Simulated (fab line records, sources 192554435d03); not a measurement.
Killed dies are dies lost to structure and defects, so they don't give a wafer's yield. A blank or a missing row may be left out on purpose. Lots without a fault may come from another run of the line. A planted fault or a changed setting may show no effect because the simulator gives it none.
fab line records | flow n5_finfet
record lots=10 wafers=28 last_day=17
route steps=1938 shown BEOL_M0@730 BEOL_M4@1111 PASSIVATION@1936
lots that met no fault: from a run of the same line without faults
start_h: hours from the record's first day to the start of the lot's first wafer shown | wait_h: hours since the lot's step before | " the same as in the row above | L1.1+2: a row that stands for several wafers | - no value, or no start given | * or withheld: withheld | < > ~ a bound
route shown NAME@n: a module of which the file shows steps, and the number in the route of the first | usual: mean/standard deviation of fault-free wafers | same: alike in all rows | chamber/n: place in a boat | sites: the reading at each site | _std_site: their standard deviation | _edge_site: outer sites' mean less inner sites' | radius_mm: how far each site lies from the wafer's centre | mask NAME#n: copy n | behind: the tool/chamber that last shaped the wafer | hold: why the lot was held/for how many hours/how that ended | device: the transistor (n, p or np) that didn't switch | end of line: the same wafers' tests at the end of the route | a step without rows: its recipe alone | killed: dies lost to structure and defects at the first sort, not the wafer's yield | map: a wafer's dies, x killed, . not, _ none there
set.NAME: the setting as run; set.NAME@STEP: as run at that earlier step | model.NAME: the simulator's own value behind a step, which no gauge read
steps of the route over a sample of lots; a table a step, a row a wafer
services: from which hour (start_h, from the record's first day; less than 0 if before it) a tool's chamber was out of use, for how many hours, and why
## steps
# step N5_BEOL_M0_PRE_CLEAN_113
# recipe gas=H2/He time_s=30 temp_c=250
# usual heater_power_w=331/31
# columns lot.wafer tool chamber start_h wait_h heater_power_w
L966.2 pvd_sputter-02 - 130.81 0.0 395
L966.4 " - " " 330
L969.1 pvd_sputter-01 - 143.86 0.0 372
L969.2 " - " " 351
L969.3 " - " " 303
L974.1 pvd_sputter-02 - 178.03 0.0 348
L974.3 " - " " 382
L974.4 " - " " 327
L975.1 pvd_sputter-02 - 186.00 0.0 331
L975.2 " - " " 360
L975.6 " - " " 317
L978.5 pvd_sputter-03 - 198.05 0.0 284
L978.6 " - " " 321
L981.1 pvd_sputter-01 - 216.20 0.0 355
L981.2 " - " " 299
L981.6 " - " " 364
L982.1 pvd_sputter-02 - 223.96 0.0 275
L982.2 " - " " 386
L982.3 " - " " 326
L984.2 pvd_sputter-02 - 237.10 0.0 320
L984.3 " - " " 342
L984.5 " - " " 324
L985.1 pvd_sputter-01 - 243.61 0.0 368
L985.3 " - " " 349
L985.6 " - " " 354
L986.2 pvd_sputter-01 - 259.76 0.0 307
L986.3 " - " " 344
L986.6 " - " " 348
# step N5_BEOL_M0_SPUTTER_134
# recipe material=Cu target_thk_a=40 temp_c=-20 chamber_pressure_pa=0.07 power_w=withheld time_s=7.37
# usual throttle_valve_pct=29.8/0.78
# columns lot.wafer tool chamber start_h wait_h throttle_valve_pct
L966.2 pvd_sputter-03 - 131.99 0.0 28.9
L966.4 " - " " 31.2
L969.1 pvd_sputter-01 - 146.40 0.0 30.0
L969.2 " - " " 30.3
L969.3 " - " " 29.9
L974.1 pvd_sputter-03 - 181.75 0.0 28.8
L974.3 " - " " 31.1
L974.4 " - " " 30.0
L975.1 pvd_sputter-03 - 186.77 0.0 31.0
L975.2 " - " " 29.2
L975.6 " - " " 30.4
L978.5 pvd_sputter-03 - 198.90 0.0 30.0
L978.6 " - " " 29.3
L981.1 pvd_sputter-01 - 217.18 0.0 30.5
L981.2 " - " " 29.3
L981.6 " - " " 28.9
L982.1 pvd_sputter-02 - 224.80 0.0 29.4
L982.2 " - " " 29.7
L982.3 " - " " 31.2
L984.2 pvd_sputter-03 - 239.29 0.0 30.4
L984.3 " - " " 29.0
L984.5 " - " " 30.1
L985.1 pvd_sputter-01 - 244.49 0.0 30.5
L985.3 " - " " 29.7
L985.6 " - " " 30.3
L986.2 pvd_sputter-02 - 260.64 0.0 31.1
L986.3 " - " " 29.8
L986.6 " - " " 29.8
# step N5_BEOL_M0_ECD_118
# recipe material=Cu target_thk_a=3000
# columns lot.wafer tool chamber start_h wait_h
L966.2+4 ecd_cu-01 0 132.23 0.1
L969.1+2+3 ecd_cu-01 1,0,1 146.64 0.1
L974.1+3+4 ecd_cu-01 1,1,0 181.99 0.1
L975.1+2+6 ecd_cu-01 1,0,0 187.01 0.1
L978.5+6 ecd_cu-01 1,0 199.13 0.1
L981.1+2+6 ecd_cu-01 1,0,1 217.42 0.1
L982.1+2+3 ecd_cu-01 1,0,0 225.03 0.1
L984.2+3+5 ecd_cu-02 0,1,1 239.52 0.1
L985.1+3+6 ecd_cu-01 0,1,1 244.72 0.1
L986.2+3+6 ecd_cu-02 1,1,0 260.88 0.1
# step N5_BEOL_M0_CMP_120
# recipe stop_on=SiOC t_overpolish_s=6.9 down_force_psi=1 platen_rpm=50 clearing_platen_down_force_psi=1.5 clearing_platen_rpm=50 post_cmp_clean=cu_alkaline clearing_platen_pad_velocity_m_s=0.99484 pad_velocity_m_s=0.99484
# usual clearing_platen_down_force_psi=1.4996/0.003 edge_zone_pressure_frac=1.000/0.005 motor_current_A=6.2/0.7 time_to_endpoint_s=62/4.2
# columns lot.wafer tool chamber start_h wait_h clearing_platen_down_force_psi edge_zone_pressure_frac motor_current_A time_to_endpoint_s
L966.2 cmp-04 1 132.64 0.2 1.5015 1.001 6.8 64
L966.4 " 3 " " 1.4943 1.003 5.9 64
L969.1 cmp-01 2 147.01 0.3 1.5003 1.001 5.4 59
L969.2 " 3 " " 1.4987 0.996 5.6 65
L969.3 " 0 " " 1.5070 1.000 7.4 56
L974.4 cmp-01 2 182.37 0.1 1.5021 1.000 5.1 0
L974.3 " 3 " " 1.5044 1.008 5.6 1
L974.1 " 1 " " 1.4975 0.993 5.4 2
L975.2 cmp-04 3 187.46 0.3 1.4998 0.998 6.5 4
L975.1 " 0 " " 1.5040 0.998 6.5 1
L975.6 " 2 " " 1.5027 1.002 5.6 5
L978.6 cmp-04 3 201.40 0.2 1.5013 1.005 6.2 63
L978.5 " 0 " " 1.5024 1.007 6.5 60
L981.1 cmp-01 1 217.88 0.3 1.4981 1.000 5.7 61
L981.2 " 3 " " 1.4964 1.004 5.6 62
L981.6 " 1 " " 1.5000 0.996 6.0 60
L982.1 cmp-03 1 225.51 0.3 1.5004 1.004 7.5 63
L982.2 " 3 " " 1.4984 0.997 6.9 69
L982.3 " 0 " " 1.4984 1.000 6.2 59
L984.3 cmp-01 3 239.97 0.2 1.4971 0.992 5.8 68
L984.2 " 0 " " 1.4988 1.003 6.9 56
L984.5 " 2 " " 1.5028 0.993 5.0 59
L985.3 cmp-03 3 245.33 0.2 1.4977 0.998 6.9 70
L985.1 " 1 " " 1.4972 1.003 7.0 65
L985.6 " 3 " " 1.5000 1.000 6.7 66
L986.3 cmp-04 1 261.93 0.7 1.4990 0.999 6.7 67
L986.2 " 2 " " 1.4978 0.992 5.6 68
L986.6 " 2 " " 1.4977 1.005 5.7 64
# step N5_BEOL_M0_PRE_CLEAN_131
# recipe gas=NH3/H2 time_s=15 temp_c=* rf_power_w=300
# usual heater_power_w=88/17
# columns lot.wafer tool chamber start_h wait_h heater_power_w
L966.2 cvd_co-01 0 132.93 0.0 65
L966.4 " 1 " " 113
L969.1 cvd_co-01 2 147.35 0.0 83
L969.2 " 0 " " 64
L969.3 " 1 " " 113
L974.1 cvd_co-02 1 182.70 0.0 102
L974.3 " 0 " " 75
L974.4 " 2 " " 94
L975.1 cvd_co-01 2 187.72 0.0 86
L975.2 " 0 " " 63
L975.6 " 0 " " 65
L978.5 cvd_co-01 1 201.60 0.1 114
L978.6 " 2 " " 84
L981.1 cvd_co-02 0 218.18 0.0 76
L981.2 " 2 " " 96
L981.6 " 2 " " 94
L982.1 cvd_co-02 1 225.84 0.0 102
L982.2 " 2 " " 96
L982.3 " 0 " " 75
L984.2 cvd_co-02 1 240.23 0.0 103
L984.3 " 2 " " 96
L984.5 " 0 " " 75
L985.1 cvd_co-01 0 245.66 0.0 64
L985.3 " 1 " " 108
L985.6 " 2 " " 85
L986.2 cvd_co-02 1 262.27 0.0 103
L986.3 " 2 " " 96
L986.6 " 2 " " 95
# step N5_BEOL_M0_RS_MEAS_126
# recipe thk_meas_gauge=four-point-probe reads=Co_of_BEOL_M0_CO_CAP_123+Cu_of_BEOL_M0_ECD_118+Co_of_BEOL_M0_CVD_115+TaN_of_BEOL_M0_ALD_136
# usual M0_RS=0.531/0.022
# columns lot.wafer tool chamber start_h wait_h M0_RS[ohm/sq]
L966.2 film_metro-02 - 133.19 0.1 0.506
L966.4 " - " " 0.517
L969.1 film_metro-01 - 147.57 0.0 0.527
L969.2 " - " " 0.513
L969.3 " - " " 0.569
L974.1 film_metro-01 - 182.93 0.0 92.907
L974.3 " - " " 99.777
L974.4 " - " " 93.074
L975.1 film_metro-02 - 187.94 0.0 86.824
L975.2 " - " " 91.754
L975.6 " - " " 97.384
L978.5 film_metro-02 - 201.81 0.0 0.531
L978.6 " - " " 0.530
L981.1 film_metro-01 - 218.43 0.1 0.536
L981.2 " - " " 0.503
L981.6 " - " " 0.521
L982.1 film_metro-01 - 226.06 0.0 0.499
L982.2 " - " " 0.517
L982.3 " - " " 0.553
L984.2 film_metro-01 - 240.45 0.1 0.602
L984.3 " - " " 0.519
L984.5 " - " " 0.533
L985.1 film_metro-02 - 245.88 0.0 0.535
L985.3 " - " " 0.520
L985.6 " - " " 0.507
L986.2 film_metro-02 - 262.49 0.1 0.512
L986.3 " - " " 0.517
L986.6 " - " " 0.501
# step N5_BEOL_M4_RC_MEAS_101
# usual DIBL_N=37.5/2 DIBL_P=37.5/2.5 IOFF_N=0.18/0.042 IOFF_P=0.24/0.046 ION_N=677/15 ION_P=464/9.5 SS_N=72.0/0.76 SS_P=73.6/0.79 VT_N=249/3.5 VT_P=-249/3.2
# columns lot.wafer tool chamber start_h wait_h DIBL_N[mV/V] DIBL_P[mV/V] IOFF_N[nA/um] IOFF_P[nA/um] ION_N[uA/um] ION_P[uA/um] SS_N[mV/dec] SS_P[mV/dec] VT_N[mV] VT_P[mV]
L966.2 prober-01 0 173.71 0.2 34.7 34.3 0.14 0.18 698 476 71.2 72.8 254 -251
L966.4 " 0 " " 38.8 37.2 0.21 0.21 670 459 73.5 73.6 247 -253
L969.1 prober-01 0 195.03 0.0 34.2 34.4 0.15 0.18 682 471 72.3 73.2 253 -254
L969.2 " 0 " " 36.0 37.9 0.18 0.24 670 457 72.0 73.3 247 -249
L969.3 " 0 " " 36.8 38.0 0.20 0.23 687 464 72.0 74.3 247 -251
L978.5 prober-02 0 245.34 0.6 39.6 38.8 0.26 0.28 677 460 73.7 73.7 247 -246
L978.6 " 0 " " 34.4 33.9 0.14 0.20 685 464 71.8 72.4 250 -251
L981.1 prober-01 0 266.78 0.0 37.0 37.8 0.19 0.24 702 482 72.2 73.1 250 -248
L981.2 " 0 " " 34.2 33.9 0.13 0.19 650 451 71.8 72.7 252 -251
L981.6 " 0 " " 37.5 38.3 0.19 0.25 671 465 72.0 74.7 248 -247
L982.1 prober-01 0 273.67 0.0 40.8 40.6 0.23 0.29 690 470 72.2 74.2 244 -247
L982.2 " 0 " " 38.5 36.9 0.18 0.24 655 457 71.7 73.8 249 -247
L982.3 " 0 " " 39.0 38.1 0.19 0.25 664 460 71.6 73.0 249 -247
L984.2 prober-01 0 290.64 0.2 34.4 32.8 0.13 0.20 667 465 71.4 72.4 251 -249
L984.3 " 0 " " 42.0 42.2 0.33 0.38 704 485 73.0 74.2 238 -242
L984.5 " 0 " " 38.8 37.2 0.20 0.25 686 470 72.1 74.1 248 -247
L985.1 prober-02 0 294.48 0.0 39.4 38.3 0.23 0.24 708 470 72.3 74.6 244 -249
L985.3 " 0 " " 37.3 34.9 0.18 0.19 685 465 71.6 72.8 248 -250
L985.6 " 0 " " 37.4 36.5 0.18 0.20 693 467 72.1 73.8 247 -251
L986.2 prober-01 0 305.41 0.2 39.4 39.4 0.22 0.25 683 457 72.8 74.8 244 -249
L986.3 " 0 " " 34.4 34.4 0.12 0.18 672 465 71.4 73.1 251 -254
L986.6 " 0 " " 39.7 40.4 0.23 0.28 697 474 72.3 74.5 241 -249
# step N5_PASSIVATION_PROBE_49
# usual defect_limited_yield=91.8/1.5 killed_at_M0_to_M3=33/11 killed_at_M4_up=13/5 killed_at_contacts=11/5.6 killed_at_front_end=36/12 killed_at_other=3.4/2.5 killed_dies=97/18 killed_on_rim=12/4.2 killed_open=64/13 killed_short=31/6.9 sort_bin_4_leakage=0.01/0.048 sort_bin_5_function=4.8/1 sort_bin_6_memory=3.1/0.64 sort_bin_8_speed=0.00/0.014 sort_n_pass=1083/18 sort_yield_pct=91.8/1.5
# same gross_dies=1180 killed_at_back_side=0
# columns lot.wafer tool chamber start_h wait_h defect_limited_yield[%] killed_at_M0_to_M3 killed_at_M4_up killed_at_contacts killed_at_front_end killed_at_other killed_dies killed_on_rim killed_open killed_short sort_bin_4_leakage[%] sort_bin_5_function[%] sort_bin_6_memory[%] sort_bin_8_speed[%] sort_n_pass sort_yield_pct[%]
L974.1 prober-01 - 325.45 0.0 0 1118 13 11 38 0 1180 152 65 27 0 96.7 3.2 0 0 0
L974.3 prober-01 - 325.55 0.1 0 1119 23 11 27 0 1180 152 51 32 0 97.1 2.8 0 0 0
L974.4 prober-01 - 325.60 0.2 0 1106 15 13 44 2 1180 152 70 21 0 96.5 3.1 0 0 0
L975.1 prober-01 - 327.74 0.3 0 1126 6 21 21 6 1180 152 52 21 0 97.5 2.5 0 0 0
L975.2 prober-01 - 327.79 0.4 0 1094 20 12 51 3 1180 152 67 32 0 96.9 2.8 0 0 0
L975.6 prober-01 - 327.99 0.6 0 1104 13 9 46 8 1180 152 77 34 0 96.4 3.2 0 0 0
L981.1 prober-02 - 370.08 0.0 90.5 39 12 14 41 6 112 11 77 30 0 5.9 3.1 0 1068 90.5
L981.2 prober-02 - 370.13 0.1 91.3 44 15 19 22 3 103 14 66 34 0 4.8 3.4 0 1077 91.3
L981.6 prober-02 - 370.33 0.3 92.0 47 10 8 26 3 94 13 68 25 0 5.2 2.4 0 1086 92.0
# killed by level:class
L974.1 BEOL_M0:area_ecd=1084 MOL_CONTACT_COAG:geometric_particle:open=10 BEOL_M0_SAQP:geometric_particle:open=10 BEOL_M0_SAQP:geometric_particle:short=8 BEOL_M1:geometric_particle:open=8 FIN_SAQP:geometric_particle:open=6 DUMMY_GATE:geometric_particle:open=6 FIN_SAQP:geometric_particle:short=5
L974.3 BEOL_M0:area_ecd=1095 MOL_CONTACT_COAG:geometric_particle:open=8 BEOL_M4:geometric_particle:open=8 BEOL_M0_SAQP:geometric_particle:short=7 FIN_SAQP:geometric_particle:open=6 BEOL_M0_SAQP:geometric_particle:open=5 BEOL_M2:geometric_particle:open=5 BEOL_M4:geometric_particle:short=5
L974.4 BEOL_M0:area_ecd=1086 STI_FIN_REVEAL:geometric_particle:open=21 MOL_CONTACT_COAG:geometric_particle:open=10 BEOL_M2:geometric_particle:open=9 FIN_SAQP:geometric_particle:open=8 DUMMY_GATE:geometric_particle:open=4 MOL_CONTACT_COAG:geometric_particle:short=3 BEOL_M2:geometric_particle:short=3
L975.1 BEOL_M0:area_ecd=1107 MOL_CONTACT_COAG:geometric_particle:open=18 STI_FIN_REVEAL:geometric_particle:open=12 BEOL_M0_SAQP:geometric_particle:short=6 BEOL_M1:geometric_particle:open=6 MOL_CONTACT_COAG:geometric_particle:short=3 BEOL_M0_SAQP:geometric_particle:open=3 STI_FIN_REVEAL:geometric_particle:short=2
L975.2 BEOL_M0:area_ecd=1080 STI_FIN_REVEAL:geometric_particle:open=15 FIN_SAQP:geometric_particle:short=13 MOL_CONTACT_COAG:geometric_particle:open=10 FIN_SAQP:geometric_particle:open=9 BEOL_M4:geometric_particle:open=8 DUMMY_GATE:geometric_particle:open=5 BEOL_M1:geometric_particle:open=5
L975.6 BEOL_M0:area_ecd=1066 FIN_SAQP:geometric_particle:open=13 FIN_SAQP:geometric_particle:short=11 BEOL_M0_SAQP:geometric_particle:open=8 BEOL_M0:geometric_particle:open=7 BEOL_M1:geometric_particle:open=7 BEOL_M4:geometric_particle:open=7 STI_FIN_REVEAL:geometric_particle:open=6
L981.1 BEOL_M0_SAQP:geometric_particle:open=12 BEOL_M2:geometric_particle:open=12 MOL_CONTACT_COAG:geometric_particle:open=11 FIN_SAQP:geometric_particle:open=10 STI_FIN_REVEAL:geometric_particle:open=5 STARTING-WAFER:geometric_particle:short=5 BEOL_M0_SAQP:geometric_particle:short=5 BEOL_M1:geometric_particle:open=5
L981.2 MOL_CONTACT_COAG:geometric_particle:open=14 BEOL_M0_SAQP:geometric_particle:open=14 BEOL_M0_SAQP:geometric_particle:short=10 BEOL_M1:geometric_particle:open=8 BEOL_M2:geometric_particle:open=6 STI_FIN_REVEAL:geometric_particle:open=5 MOL_CONTACT_COAG:geometric_particle:short=5 STI_FIN_REVEAL:geometric_particle:short=4
L981.6 BEOL_M0_SAQP:geometric_particle:short=13 BEOL_M1:geometric_particle:open=10 BEOL_M2:geometric_particle:open=10 MOL_CONTACT_COAG:geometric_particle:open=8 STI_FIN_REVEAL:geometric_particle:open=7 BEOL_M0_SAQP:geometric_particle:open=5 BEOL_M3:geometric_particle:open=5 STARTING-WAFER:geometric_particle:open=5
## services
# columns tool chamber start_h hours kind
cvd_co-02 - 112.53 0.4 repair
cvd_co-02 1 114.67 - clean
cvd_co-02 1 114.67 22.0 scheduled_down
cvd_co-02 1 114.67 22.0 vent_cycle
pvd_sputter-02 - 121.61 1.8 repair
cmp-04 - 135.90 6.4 pm
cmp-03 - 136.48 0.7 repair
cmp-01 - 144.82 1.6 repair
cvd_co-02 1 145.86 17.7 repair
ecd_cu-01 - 148.85 4.1 pm
cmp-04 - 158.77 1.5 repair
cmp-03 - 167.76 4.0 pm
cmp-01 - 171.34 4.0 pm
cmp-01 - 175.34 - consumable_replace:conditioner
cmp-04 - 184.10 1.0 repair
cmp-04 - 190.04 7.5 pm
cmp-04 - 199.68 1.3 repair
cmp-01 - 211.66 0.2 repair
cmp-04 - 217.46 3.4 pm
cmp-04 - 229.89 4.0 pm
cvd_co-01 0 233.88 3.6 repair
pvd_sputter-01 - 252.79 1.5 repair
cvd_co-01 0 258.49 3.1 repair
cmp-01 - 260.34 2.1 repair
## key
first_sign step=N5_BEOL_M0_CMP_120 reading=time_to_endpoint_s direction=down sigmas=14 usual=* struck=*
effect step=N5_BEOL_M0_RS_MEAS_126 reading=M0_RS direction=up sigmas=99+ usual=0.531 struck=93.620
effect step=N5_PASSIVATION_PROBE_49 reading=killed_at_M0_to_M3 direction=up sigmas=99+ usual=33 struck=1111
more_kills_born_at N5_BEOL_M0_ECD_118@ecd_cu-01=6518
met_at N5_BEOL_M0_ECD_118
struck_lots L974,L975
later_rows_left_out L974.1,L974.3,L974.4,L975.1,L975.2,L975.6
not_acting_at N5_BEOL_M0_PRE_CLEAN_113,N5_BEOL_M0_SPUTTER_134,N5_BEOL_M0_PRE_CLEAN_131
onset_between 146.64 181.99
fault kind=skipped_step_whole tool=ecd_cu-01 chamber=- onset_h=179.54 steps=N5_BEOL_M0_ECD_118 scope=struck_lots_only
# later_rows_left_out: the simulator's readings of these wafers behind a module that went badly wrong aren't trusted and aren't shown, but for the sort
